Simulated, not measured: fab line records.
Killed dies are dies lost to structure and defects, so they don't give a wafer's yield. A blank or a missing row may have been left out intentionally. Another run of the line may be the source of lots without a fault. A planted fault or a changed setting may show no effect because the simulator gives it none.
Which of the tools did it? | flow nand harc | 12 lots, 36 wafers sampled, at 4 steps of a route of 1302

== WHAT THE GAUGES SHOWED, per wafer ==
NHARC_P_GATE_CD_MEAS_46: the cd target is 720 nm.
lot  | measured     | on        | cd nm (nm)
L789 | day 5 16:48  | cd sem-02 | 716.9 722.2 720.1
L790 | day 6 05:07  | cd sem-02 | 719.1 723.2 722.5
L791 | day 6 13:25  | cd sem-01 | 717.7 718.6 719.1
L792 | day 6 17:05  | cd sem-03 | 720.8 721.4 722.5
L795 | day 8 00:16  | cd sem-01 | 707.8 707.7 707.7
L804 | day 12 01:34 | cd sem-02 | 721.4 719.1 719.6
L805 | day 12 14:57 | cd sem-02 | 716.6 718.7 718.6
L808 | day 13 06:14 | cd sem-03 | 720.6 722.3 720.4
L809 | day 13 20:40 | cd sem-01 | 720.9 722.4 720.4
L810 | day 14 06:27 | cd sem-01 | 719.3 719.1 717.9
L811 | day 14 18:44 | cd sem-02 | 718.1 719.2 718.5
L812 | day 15 07:36 | cd sem-02 | 722.8 719.4 723.0

== TOOL THAT RAN EACH LOT (tool first, then ch and the chambers of the sampled wafers, then the start) ==
lot  | NHARC_P_GATE_ETCH_32             | NHARC_P_GATE_ALD_36               | NHARC_P_GATE_EXPOSE_43
L789 | rie si-05 ch 0,2, day 5 05:28    | ald sin-04 ch 0,1,2, day 5 08:23  | krf scanner-04 ch 0, day 5 16:38
L790 | rie si-03 ch 1,3, day 5 17:40    | ald sin-01 ch 0,2,3, day 5 19:34  | krf scanner-03 ch 0, day 6 04:57
L791 | rie si-03 ch 0,1,2, day 6 02:04  | ald sin-03 ch 0,1,3, day 6 03:56  | krf scanner-02 ch 0, day 6 13:16
L792 | rie si-05 ch 0,2,3, day 6 05:50  | ald sin-04 ch 0,1,3, day 6 07:40  | krf scanner-03 ch 0, day 6 16:56
L795 | rie si-03 ch 0,2, day 7 12:53    | ald sin-04 ch 0,2,3, day 7 15:49  | krf scanner-02 ch 0, day 8 00:07
L804 | rie si-04 ch 0,1,2, day 11 14:25 | ald sin-03 ch 0,1,3, day 11 15:12 | krf scanner-02 ch 0, day 12 01:25
L805 | rie si-03 ch 0,2,3, day 12 03:32 | ald sin-01 ch 0,2,3, day 12 06:29 | krf scanner-04 ch 0, day 12 14:48
L808 | rie si-04 ch 0,2, day 12 18:55   | ald sin-01 ch 1,3, day 12 19:42   | krf scanner-02 ch 0, day 13 06:05
L809 | rie si-05 ch 1,2,3, day 13 09:20 | ald sin-04 ch 0,1,2, day 13 12:17 | krf scanner-03 ch 0, day 13 20:31
L810 | rie si-04 ch 0,1,3, day 13 19:13 | ald sin-03 ch 0,2,3, day 13 20:01 | krf scanner-02 ch 0, day 14 06:17
L811 | rie si-05 ch 0,1, day 14 07:27   | ald sin-01 ch 0,1,3, day 14 08:14 | krf scanner-03 ch 0, day 14 18:35
L812 | rie si-03 ch 0,2,3, day 14 20:29 | ald sin-04 ch 1,2,3, day 14 23:22 | krf scanner-03 ch 0, day 15 07:27
- NHARC_P_GATE_ETCH_32: etches the open film in HBr/Cl2, target depth 150 nm, time 100.1 s.
- NHARC_P_GATE_ALD_36: deposits SiNx, target thk 20 nm, pulse time 60 s, ald cycles 223.
- NHARC_P_GATE_EXPOSE_43: exposes mask P NSD, target cd 720 nm.

== AS READ BY THE TOOLS THEMSELVES (means over the sampled wafers that have a number; for cases with no such wafer, the mark the record gives instead) ==
NHARC_P_GATE_ETCH_32.
lot  | tool      | bias w (W) | chamber pressure mTorr (mTorr) | drypump motor current A (A) | oes product au (a.u.) | throttle valve pct (%)
L789 | rie si-05 | 100.09     | 15.008                         | 5.5                         | 1.000                 | 26.406
L790 | rie si-03 | 99.89      | 14.988                         | 5.9                         | 0.994                 | 26.414
L791 | rie si-03 | 99.90      | 14.997                         | 5.8                         | 0.997                 | 26.406
L792 | rie si-05 | 99.96      | 15.000                         | 5.3                         | 0.988                 | 26.418
L795 | rie si-03 | 99.41      | 15.008                         | 5.6                         | 0.998                 | 26.403
L804 | rie si-04 | 100.02     | 14.995                         | 5.7                         | 0.993                 | 26.410
L805 | rie si-03 | 100.30     | 14.999                         | 5.7                         | 0.997                 | 26.408
L808 | rie si-04 | 100.03     | 15.003                         | 5.8                         | 0.992                 | 26.409
L809 | rie si-05 | 100.07     | 15.018                         | 5.2                         | 0.997                 | 26.406
L810 | rie si-04 | 100.14     | 15.004                         | 5.4                         | 1.000                 | 26.406
L811 | rie si-05 | 100.42     | 14.984                         | 5.1                         | 1.002                 | 26.406
L812 | rie si-03 | 100.06     | 15.015                         | 5.7                         | 0.994                 | 26.410

NHARC_P_GATE_ALD_36.
lot  | tool       | heater power w (W) | precursor pulse height rel
L789 | ald sin-04 | 823                | 1.018
L790 | ald sin-01 | 806                | 1.002
L791 | ald sin-03 | 873                | 1.010
L792 | ald sin-04 | 841                | 0.990
L795 | ald sin-04 | 883                | 0.982
L804 | ald sin-03 | 886                | 0.997
L805 | ald sin-01 | 835                | 1.019
L808 | ald sin-01 | 952                | 0.992
L809 | ald sin-04 | 873                | 0.987
L810 | ald sin-03 | 927                | 1.015
L811 | ald sin-01 | 859                | 0.988
L812 | ald sin-04 | 874                | 1.011

== THE ANSWER, worked out from the rows above alone ==
Rule: the usual values come from the lots themselves. The widest of any qualifying gaps counts: lots, ordered by their means at a reading, are off when they make up no more than a third of the lots, leave a main group of 4 or more, and stand apart from it by 3 or more times the standard deviation of that group's means. The tables above print the reading to a certain number of digits; a main group whose means all agree to those digits is not used. A lot without any number at a reading at which 4 lots or more have one is off too. The other lots that the step has rows for count as sound. Order of review: gauges by route order, followed by the tools' own readings, for which a lot's mean as printed above is used. At the first step where some lot is off, the reading lying furthest off is the one used; lots without a number count as furthest.
Off: L795 (NHARC_P_GATE_CD_MEAS_46, cd nm). The main group has a mean of 720.1 nm with a standard deviation of 1.4.
A tool fits if, at a process step before that reading, it ran every lot that is off, and no sound lot after the first of them. The gauges at NHARC_P_GATE_CD_MEAS_46 aren't tried: what is off there is off at NHARC_P_GATE_ETCH_32 too, on other tools, and a gauge's error can't cause that. No candidate that was tried fits.

== WHAT THE SIMULATOR HAD INSERTED ==
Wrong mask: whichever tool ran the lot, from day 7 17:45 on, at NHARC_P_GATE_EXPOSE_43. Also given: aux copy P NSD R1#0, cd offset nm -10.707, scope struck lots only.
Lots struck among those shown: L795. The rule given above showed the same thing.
